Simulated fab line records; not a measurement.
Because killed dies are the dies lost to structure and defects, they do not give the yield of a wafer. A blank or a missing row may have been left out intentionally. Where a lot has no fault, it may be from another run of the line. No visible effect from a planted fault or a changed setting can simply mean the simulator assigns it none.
What tool caused it? || flow n5Finfet || 9 lots, 25 wafers sampled, at 6 steps of a route of 1938

WHAT EACH GAUGE READ, for each wafer
N5_STI_FIN_REVEAL_FIN_H_MEAS_10. Usual: trenchDepthNm reads 52.4 nm (standard deviation 0.88).
{"lot": "L159", "measured": "day 3 08:08", "on": "ocd-02", "trenchDepthNm (nm)": "52.0 52.0 52.4", "flag": ""}
{"lot": "L161", "measured": "day 3 21:16", "on": "ocd-02", "trenchDepthNm (nm)": "51.0 51.0 51.2", "flag": ""}
{"lot": "L163", "measured": "day 4 07:19", "on": "ocd-01", "trenchDepthNm (nm)": "51.5 50.9 50.9", "flag": ""}
{"lot": "L167", "measured": "day 5 10:59", "on": "ocd-02", "trenchDepthNm (nm)": "52.7 52.6 51.7", "flag": ""}
{"lot": "L168", "measured": "day 5 16:54", "on": "ocd-02", "trenchDepthNm (nm)": "53.5 52.9 53.3", "flag": ""}
{"lot": "L169", "measured": "day 5 20:46", "on": "ocd-02", "trenchDepthNm (nm)": "52.7 52.2 52.7", "flag": ""}
{"lot": "L175", "measured": "day 7 08:20", "on": "ocd-02", "trenchDepthNm (nm)": "52.7 52.2", "flag": ""}
{"lot": "L178", "measured": "day 8 01:58", "on": "ocd-02", "trenchDepthNm (nm)": "67.2 52.1", "flag": "OFF"}
{"lot": "L179", "measured": "day 8 06:29", "on": "ocd-01", "trenchDepthNm (nm)": "52.2 52.4 51.3", "flag": ""}

N5_BEOL_M4_RC_MEAS_101. Usual: DIBL_N 36.8 mV/V, standard deviation 2.1; DIBL_P 37.1 mV/V, standard deviation 2.2; IOFF_N 0.18 nA/um, standard deviation 0.037; IOFF_P 0.23 nA/um, standard deviation 0.041; ION_N 682 uA/um, standard deviation 13; ION_P 467 uA/um, standard deviation 8.6; SS_N 71.7 mV/dec, standard deviation 0.61; SS_P 73.5 mV/dec, standard deviation 0.6; VT_N 248 mV, standard deviation 3.4; VT_P -249 mV, standard deviation 3.5.
{"lot": "L159", "measured": "day 8 14:21", "on": "prober-02", "DIBL_N (mV/V)": "36.5 36.7 35.4", "DIBL_P (mV/V)": "36.6 36.8 34.2", "IOFF_N (nA/um)": "0.16 0.17 0.14", "IOFF_P (nA/um)": "0.21 0.21 0.17", "ION_N (uA/um)": "678 674 673", "ION_P (uA/um)": "466 460 455", "SS_N (mV/dec)": "71.6 71.4 70.7", "SS_P (mV/dec)": "73.2 73.2 72.6", "VT_N (mV)": "245 249 251", "VT_P (mV)": "-252 -250 -252", "flag": ""}
{"lot": "L161", "measured": "day 9 08:34", "on": "prober-01", "DIBL_N (mV/V)": "41.3 43.3 42.2", "DIBL_P (mV/V)": "39.9 42.7 40.4", "IOFF_N (nA/um)": "0.26 0.29 0.26", "IOFF_P (nA/um)": "0.28 0.34 0.28", "ION_N (uA/um)": "677 697 691", "ION_P (uA/um)": "464 470 465", "SS_N (mV/dec)": "73.4 73.4 72.7", "SS_P (mV/dec)": "75.0 75.1 74.4", "VT_N (mV)": "244 242 244", "VT_P (mV)": "-247 -244 -250", "flag": ""}
{"lot": "L163", "measured": "day 9 16:19", "on": "prober-02", "DIBL_N (mV/V)": "37.2 38.1 37.9", "DIBL_P (mV/V)": "37.9 38.0 38.0", "IOFF_N (nA/um)": "0.22 0.22 0.22", "IOFF_P (nA/um)": "0.30 0.31 0.30", "ION_N (uA/um)": "689 677 686", "ION_P (uA/um)": "476 473 475", "SS_N (mV/dec)": "71.4 72.2 72.5", "SS_P (mV/dec)": "74.1 73.8 73.9", "VT_N (mV)": "240 242 241", "VT_P (mV)": "-243 -241 -246", "flag": ""}
{"lot": "L167", "measured": "day 10 20:10", "on": "prober-01", "DIBL_N (mV/V)": "36.6 37.5 34.7", "DIBL_P (mV/V)": "35.9 37.5 34.7", "IOFF_N (nA/um)": "0.15 0.17 0.13", "IOFF_P (nA/um)": "0.19 0.22 0.18", "ION_N (uA/um)": "674 684 670", "ION_P (uA/um)": "461 471 464", "SS_N (mV/dec)": "71.2 71.4 71.0", "SS_P (mV/dec)": "73.1 73.5 73.2", "VT_N (mV)": "252 250 252", "VT_P (mV)": "-253 -250 -253", "flag": ""}
{"lot": "L168", "measured": "day 10 22:38", "on": "prober-02", "DIBL_N (mV/V)": "38.2 36.6 36.7", "DIBL_P (mV/V)": "39.1 37.1 35.9", "IOFF_N (nA/um)": "0.23 0.19 0.18", "IOFF_P (nA/um)": "0.24 0.20 0.18", "ION_N (uA/um)": "708 692 680", "ION_P (uA/um)": "473 464 456", "SS_N (mV/dec)": "72.0 71.0 72.0", "SS_P (mV/dec)": "74.2 73.8 73.8", "VT_N (mV)": "243 247 249", "VT_P (mV)": "-250 -253 -254", "flag": ""}
{"lot": "L169", "measured": "day 11 16:10", "on": "prober-01", "DIBL_N (mV/V)": "39.6 38.2 38.2", "DIBL_P (mV/V)": "37.3 35.6 36.5", "IOFF_N (nA/um)": "0.22 0.18 0.18", "IOFF_P (nA/um)": "0.26 0.23 0.24", "ION_N (uA/um)": "700 685 690", "ION_P (uA/um)": "475 468 475", "SS_N (mV/dec)": "72.6 72.2 71.9", "SS_P (mV/dec)": "73.7 73.7 73.5", "VT_N (mV)": "244 246 248", "VT_P (mV)": "-247 -248 -249", "flag": ""}
{"lot": "L175", "measured": "day 12 17:45", "on": "prober-02", "DIBL_N (mV/V)": "34.4 35.3", "DIBL_P (mV/V)": "33.9 35.2", "IOFF_N (nA/um)": "0.13 0.15", "IOFF_P (nA/um)": "0.19 0.20", "ION_N (uA/um)": "686 676", "ION_P (uA/um)": "464 469", "SS_N (mV/dec)": "70.8 71.8", "SS_P (mV/dec)": "72.9 72.9", "VT_N (mV)": "250 250", "VT_P (mV)": "-247 -249", "flag": ""}
{"lot": "L178", "measured": "day 13 08:53", "on": "prober-01", "DIBL_N (mV/V)": "34.4 37.7", "DIBL_P (mV/V)": "36.9 41.0", "IOFF_N (nA/um)": "0.17 0.22", "IOFF_P (nA/um)": "0.19 0.26", "ION_N (uA/um)": "745 690", "ION_P (uA/um)": "449 468", "SS_N (mV/dec)": "71.1 71.8", "SS_P (mV/dec)": "73.6 74.3", "VT_N (mV)": "248 247", "VT_P (mV)": "-252 -248", "flag": ""}
{"lot": "L179", "measured": "day 13 18:50", "on": "prober-01", "DIBL_N (mV/V)": "36.3 38.0 37.9", "DIBL_P (mV/V)": "35.6 38.2 38.1", "IOFF_N (nA/um)": "0.15 0.18 0.18", "IOFF_P (nA/um)": "0.20 0.25 0.24", "ION_N (uA/um)": "679 682 688", "ION_P (uA/um)": "466 469 469", "SS_N (mV/dec)": "71.5 72.5 71.8", "SS_P (mV/dec)": "73.2 74.5 73.6", "VT_N (mV)": "249 248 249", "VT_P (mV)": "-251 -249 -247", "flag": ""}

TOOL THAT RAN EACH LOT (tool first, then ch and the chambers of the sampled wafers, then the start)
{"lot": "L159", "N5_STI_FIN_REVEAL_ALD_14": "aldSin-03 ch 1,3, day 2 23:20", "N5_STI_FIN_REVEAL_ETCHBACK_08": "rieDiel-06 ch 0,1, day 3 05:09", "N5_STI_FIN_REVEAL_STRIP_24": "rieDiel-06 ch 0,1, day 3 05:11", "N5_STI_FIN_REVEAL_ETCH_34": "rieSi-05 ch 0,2, day 3 07:31"}
{"lot": "L161", "N5_STI_FIN_REVEAL_ALD_14": "aldSin-01 ch 0,2,3, day 3 12:44", "N5_STI_FIN_REVEAL_ETCHBACK_08": "rieDiel-06 ch 0,3, day 3 18:18", "N5_STI_FIN_REVEAL_STRIP_24": "rieDiel-06 ch 0,3, day 3 18:20", "N5_STI_FIN_REVEAL_ETCH_34": "rieSi-01 ch 0,1, day 3 20:39"}
{"lot": "L163", "N5_STI_FIN_REVEAL_ALD_14": "aldSin-03 ch 0,1,2, day 3 22:25", "N5_STI_FIN_REVEAL_ETCHBACK_08": "rieDiel-06 ch 0,1,3, day 4 04:17", "N5_STI_FIN_REVEAL_STRIP_24": "rieDiel-06 ch 0,1,3, day 4 04:19", "N5_STI_FIN_REVEAL_ETCH_34": "rieSi-05 ch 0,1,3, day 4 06:41"}
{"lot": "L167", "N5_STI_FIN_REVEAL_ALD_14": "aldSin-03 ch 2,3, day 5 02:04", "N5_STI_FIN_REVEAL_ETCHBACK_08": "rieDiel-02 ch 1,3, day 5 07:40", "N5_STI_FIN_REVEAL_STRIP_24": "rieDiel-02 ch 1,3, day 5 07:42", "N5_STI_FIN_REVEAL_ETCH_34": "rieSi-05 ch 2,3, day 5 10:19"}
{"lot": "L168", "N5_STI_FIN_REVEAL_ALD_14": "aldSin-03 ch 0,3, day 5 07:15", "N5_STI_FIN_REVEAL_ETCHBACK_08": "rieDiel-02 ch 1,3, day 5 13:57", "N5_STI_FIN_REVEAL_STRIP_24": "rieDiel-02 ch 1,3, day 5 13:59", "N5_STI_FIN_REVEAL_ETCH_34": "rieSi-01 ch 0,1,2, day 5 16:17"}
{"lot": "L169", "N5_STI_FIN_REVEAL_ALD_14": "aldSin-01 ch 0,1,3, day 5 12:10", "N5_STI_FIN_REVEAL_ETCHBACK_08": "rieDiel-02 ch 2,3, day 5 17:49", "N5_STI_FIN_REVEAL_STRIP_24": "rieDiel-02 ch 2,3, day 5 17:51", "N5_STI_FIN_REVEAL_ETCH_34": "rieSi-05 ch 0,1,3, day 5 20:10"}
{"lot": "L175", "N5_STI_FIN_REVEAL_ALD_14": "aldSin-02 ch 0,1, day 6 23:43", "N5_STI_FIN_REVEAL_ETCHBACK_08": "rieDiel-02 ch 0,2, day 7 05:22", "N5_STI_FIN_REVEAL_STRIP_24": "rieDiel-02 ch 0,2, day 7 05:23", "N5_STI_FIN_REVEAL_ETCH_34": "rieSi-05 ch 0,3, day 7 07:43"}
{"lot": "L178", "N5_STI_FIN_REVEAL_ALD_14": "aldSin-02 ch 1,3, day 7 16:17", "N5_STI_FIN_REVEAL_ETCHBACK_08": "rieDiel-02 ch 0,3, day 7 23:01", "N5_STI_FIN_REVEAL_STRIP_24": "rieDiel-02 ch 0,3, day 7 23:02", "N5_STI_FIN_REVEAL_ETCH_34": "rieSi-03 ch 2,3, day 8 01:21"}
{"lot": "L179", "N5_STI_FIN_REVEAL_ALD_14": "aldSin-01 ch 0,1,3, day 7 21:50", "N5_STI_FIN_REVEAL_ETCHBACK_08": "rieDiel-03 ch 1,2, day 8 03:31", "N5_STI_FIN_REVEAL_STRIP_24": "rieDiel-03 ch 1,2, day 8 03:34", "N5_STI_FIN_REVEAL_ETCH_34": "rieSi-03 ch 2,3, day 8 05:52"}
- N5_STI_FIN_REVEAL_ALD_14: deposits Si3N4, target thk 3 nm.
- N5_STI_FIN_REVEAL_ETCHBACK_08: etches SiO2 in C4F6/O2, target depth 30.5 nm, time 10.167 s.
- N5_STI_FIN_REVEAL_STRIP_24: strips in N2/H2, time 90 s.
- N5_STI_FIN_REVEAL_ETCH_34: etches Si in H2, material Si, target depth 0.97 nm.

WHAT THE TOOLS THEMSELVES READ (means of the sampled wafers that have a number; where no wafer has one, the mark that the record gives instead)
N5_STI_FIN_REVEAL_ALD_14. Usual: heaterPowerW reads 872 W (standard deviation 58).
{"lot": "L159", "tool": "aldSin-03", "heaterPowerW (W)": 825, "flag": ""}
{"lot": "L161", "tool": "aldSin-01", "heaterPowerW (W)": 881, "flag": ""}
{"lot": "L163", "tool": "aldSin-03", "heaterPowerW (W)": 886, "flag": ""}
{"lot": "L167", "tool": "aldSin-03", "heaterPowerW (W)": 866, "flag": ""}
{"lot": "L168", "tool": "aldSin-03", "heaterPowerW (W)": 911, "flag": ""}
{"lot": "L169", "tool": "aldSin-01", "heaterPowerW (W)": 880, "flag": ""}
{"lot": "L175", "tool": "aldSin-02", "heaterPowerW (W)": 908, "flag": ""}
{"lot": "L178", "tool": "aldSin-02", "heaterPowerW (W)": 890, "flag": ""}
{"lot": "L179", "tool": "aldSin-01", "heaterPowerW (W)": 903, "flag": ""}

N5_STI_FIN_REVEAL_ETCHBACK_08. Usual: drypumpMotorCurrentA 5.6 A, standard deviation 0.43; oes_o_777_au 0.79 a.u., standard deviation 0.084; oesProductAu 0.79 a.u., standard deviation 0.088; rfVppV 666 V, standard deviation 12; showerheadPlenumPTorr 2.86 Torr, standard deviation 0.083; throttleValvePct 21.26 %, standard deviation 0.25.
{"lot": "L159", "tool": "rieDiel-06", "drypumpMotorCurrentA (A)": 5.6, "oes_o_777_au (a.u.)": 0.75, "oesProductAu (a.u.)": 0.73, "rfVppV (V)": 667, "showerheadPlenumPTorr (Torr)": 2.88, "throttleValvePct (%)": 21.16, "flag": ""}
{"lot": "L161", "tool": "rieDiel-06", "drypumpMotorCurrentA (A)": 5.2, "oes_o_777_au (a.u.)": 0.71, "oesProductAu (a.u.)": 0.70, "rfVppV (V)": 657, "showerheadPlenumPTorr (Torr)": 2.81, "throttleValvePct (%)": 21.41, "flag": ""}
{"lot": "L163", "tool": "rieDiel-06", "drypumpMotorCurrentA (A)": 5.4, "oes_o_777_au (a.u.)": 0.73, "oesProductAu (a.u.)": 0.71, "rfVppV (V)": 660, "showerheadPlenumPTorr (Torr)": 2.87, "throttleValvePct (%)": 21.38, "flag": ""}
{"lot": "L167", "tool": "rieDiel-02", "drypumpMotorCurrentA (A)": 5.8, "oes_o_777_au (a.u.)": 0.83, "oesProductAu (a.u.)": 0.83, "rfVppV (V)": 660, "showerheadPlenumPTorr (Torr)": 2.87, "throttleValvePct (%)": 21.14, "flag": ""}
{"lot": "L168", "tool": "rieDiel-02", "drypumpMotorCurrentA (A)": 5.8, "oes_o_777_au (a.u.)": 0.83, "oesProductAu (a.u.)": 0.83, "rfVppV (V)": 661, "showerheadPlenumPTorr (Torr)": 2.87, "throttleValvePct (%)": 21.14, "flag": ""}
{"lot": "L169", "tool": "rieDiel-02", "drypumpMotorCurrentA (A)": 5.3, "oes_o_777_au (a.u.)": 0.88, "oesProductAu (a.u.)": 0.89, "rfVppV (V)": 670, "showerheadPlenumPTorr (Torr)": 2.87, "throttleValvePct (%)": 21.18, "flag": ""}
{"lot": "L175", "tool": "rieDiel-02", "drypumpMotorCurrentA (A)": 5.5, "oes_o_777_au (a.u.)": 0.93, "oesProductAu (a.u.)": 0.93, "rfVppV (V)": 669, "showerheadPlenumPTorr (Torr)": 2.80, "throttleValvePct (%)": 21.20, "flag": ""}
{"lot": "L178", "tool": "rieDiel-02", "drypumpMotorCurrentA (A)": 5.2, "oes_o_777_au (a.u.)": 0.90, "oesProductAu (a.u.)": 1.03, "rfVppV (V)": 674, "showerheadPlenumPTorr (Torr)": 2.85, "throttleValvePct (%)": 21.27, "flag": ""}
{"lot": "L179", "tool": "rieDiel-03", "drypumpMotorCurrentA (A)": 5.7, "oes_o_777_au (a.u.)": 0.73, "oesProductAu (a.u.)": 0.76, "rfVppV (V)": 686, "showerheadPlenumPTorr (Torr)": 2.92, "throttleValvePct (%)": 21.44, "flag": ""}

N5_STI_FIN_REVEAL_STRIP_24. Usual: drypumpMotorCurrentA 5.6 A, standard deviation 0.43; oesProductAu 0.79 a.u., standard deviation 0.089; rfVppV 45.4 V, standard deviation 0.74; showerheadPlenumPTorr 3.39 Torr, standard deviation 0.1; tempC 40.03 C, standard deviation 0.11; throttleValvePct 12.28 %, standard deviation 0.26.
{"lot": "L159", "tool": "rieDiel-06", "drypumpMotorCurrentA (A)": 5.7, "oesProductAu (a.u.)": 0.73, "rfVppV (V)": 46.0, "showerheadPlenumPTorr (Torr)": 3.43, "tempC (C)": 39.88, "throttleValvePct (%)": 12.24, "flag": ""}
{"lot": "L161", "tool": "rieDiel-06", "drypumpMotorCurrentA (A)": 5.2, "oesProductAu (a.u.)": 0.71, "rfVppV (V)": 45.0, "showerheadPlenumPTorr (Torr)": 3.33, "tempC (C)": 40.09, "throttleValvePct (%)": 12.52, "flag": ""}
{"lot": "L163", "tool": "rieDiel-06", "drypumpMotorCurrentA (A)": 5.4, "oesProductAu (a.u.)": 0.71, "rfVppV (V)": 45.5, "showerheadPlenumPTorr (Torr)": 3.40, "tempC (C)": 39.94, "throttleValvePct (%)": 12.46, "flag": ""}
{"lot": "L167", "tool": "rieDiel-02", "drypumpMotorCurrentA (A)": 5.8, "oesProductAu (a.u.)": 0.81, "rfVppV (V)": 45.6, "showerheadPlenumPTorr (Torr)": 3.43, "tempC (C)": 40.09, "throttleValvePct (%)": 12.14, "flag": ""}
{"lot": "L168", "tool": "rieDiel-02", "drypumpMotorCurrentA (A)": 5.8, "oesProductAu (a.u.)": 0.81, "rfVppV (V)": 45.8, "showerheadPlenumPTorr (Torr)": 3.43, "tempC (C)": 40.11, "throttleValvePct (%)": 12.15, "flag": ""}
{"lot": "L169", "tool": "rieDiel-02", "drypumpMotorCurrentA (A)": 5.3, "oesProductAu (a.u.)": 0.89, "rfVppV (V)": 45.8, "showerheadPlenumPTorr (Torr)": 3.39, "tempC (C)": 40.01, "throttleValvePct (%)": 12.05, "flag": ""}
{"lot": "L175", "tool": "rieDiel-02", "drypumpMotorCurrentA (A)": 5.5, "oesProductAu (a.u.)": 0.94, "rfVppV (V)": 45.1, "showerheadPlenumPTorr (Torr)": 3.31, "tempC (C)": 39.98, "throttleValvePct (%)": 12.04, "flag": ""}
{"lot": "L178", "tool": "rieDiel-02", "drypumpMotorCurrentA (A)": 5.2, "oesProductAu (a.u.)": 0.90, "rfVppV (V)": 45.5, "showerheadPlenumPTorr (Torr)": 3.38, "tempC (C)": 40.09, "throttleValvePct (%)": 12.04, "flag": ""}
{"lot": "L179", "tool": "rieDiel-03", "drypumpMotorCurrentA (A)": 5.8, "oesProductAu (a.u.)": 0.76, "rfVppV (V)": 45.2, "showerheadPlenumPTorr (Torr)": 3.47, "tempC (C)": 39.93, "throttleValvePct (%)": 12.50, "flag": ""}

N5_STI_FIN_REVEAL_ETCH_34. Usual: drypumpMotorCurrentA 5.9 A, standard deviation 0.45; oesProductAu 0.995 a.u., standard deviation 0.013; tempC 20.01 C, standard deviation 0.1; throttleValvePct 25.9 %, standard deviation 0.45.
{"lot": "L159", "tool": "rieSi-05", "drypumpMotorCurrentA (A)": 5.9, "oesProductAu (a.u.)": 0.994, "tempC (C)": 20.08, "throttleValvePct (%)": 26.3, "flag": ""}
{"lot": "L161", "tool": "rieSi-01", "drypumpMotorCurrentA (A)": 6.1, "oesProductAu (a.u.)": 1.002, "tempC (C)": 20.06, "throttleValvePct (%)": 26.1, "flag": ""}
{"lot": "L163", "tool": "rieSi-05", "drypumpMotorCurrentA (A)": 6.2, "oesProductAu (a.u.)": 1.000, "tempC (C)": 19.94, "throttleValvePct (%)": 26.3, "flag": ""}
{"lot": "L167", "tool": "rieSi-05", "drypumpMotorCurrentA (A)": 6.0, "oesProductAu (a.u.)": 1.002, "tempC (C)": 19.95, "throttleValvePct (%)": 26.1, "flag": ""}
{"lot": "L168", "tool": "rieSi-01", "drypumpMotorCurrentA (A)": 5.9, "oesProductAu (a.u.)": 1.001, "tempC (C)": 20.04, "throttleValvePct (%)": 26.1, "flag": ""}
{"lot": "L169", "tool": "rieSi-05", "drypumpMotorCurrentA (A)": 6.2, "oesProductAu (a.u.)": 0.992, "tempC (C)": 19.94, "throttleValvePct (%)": 26.3, "flag": ""}
{"lot": "L175", "tool": "rieSi-05", "drypumpMotorCurrentA (A)": 6.2, "oesProductAu (a.u.)": 0.987, "tempC (C)": 19.96, "throttleValvePct (%)": 26.4, "flag": ""}
{"lot": "L178", "tool": "rieSi-03", "drypumpMotorCurrentA (A)": 5.6, "oesProductAu (a.u.)": 1.006, "tempC (C)": 20.10, "throttleValvePct (%)": 25.4, "flag": ""}
{"lot": "L179", "tool": "rieSi-03", "drypumpMotorCurrentA (A)": 5.5, "oesProductAu (a.u.)": 0.990, "tempC (C)": 19.97, "throttleValvePct (%)": 25.5, "flag": ""}

THE ANSWER, worked out from the rows above alone
Rule: a lot is off if the mean of its wafers that have a number lies more than 3 standard deviations from the usual mean. Also off: a lot with no number at a reading for which 4 or more lots have one. The other lots that the step has rows for count as sound. The gauges are gone through in route order, then the tools' own readings, and for those a lot's mean is taken as printed above. At the first step where some lot is off, the reading lying furthest off is the one used; lots without a number count as furthest.
Off: L178, at N5_STI_FIN_REVEAL_FIN_H_MEAS_10 (trenchDepthNm).
A tool fits if, at a process step before that reading, it ran every lot that is off, and no sound lot after the first of them. The gauges at N5_STI_FIN_REVEAL_FIN_H_MEAS_10 are tried like those tools. Can't be told from this: 3 tools fit, aldSin-02 at N5_STI_FIN_REVEAL_ALD_14, rieDiel-02 at N5_STI_FIN_REVEAL_ETCHBACK_08 and N5_STI_FIN_REVEAL_STRIP_24, ocd-02 at N5_STI_FIN_REVEAL_FIN_H_MEAS_10.

WHAT THE SIMULATOR HAD INSERTED
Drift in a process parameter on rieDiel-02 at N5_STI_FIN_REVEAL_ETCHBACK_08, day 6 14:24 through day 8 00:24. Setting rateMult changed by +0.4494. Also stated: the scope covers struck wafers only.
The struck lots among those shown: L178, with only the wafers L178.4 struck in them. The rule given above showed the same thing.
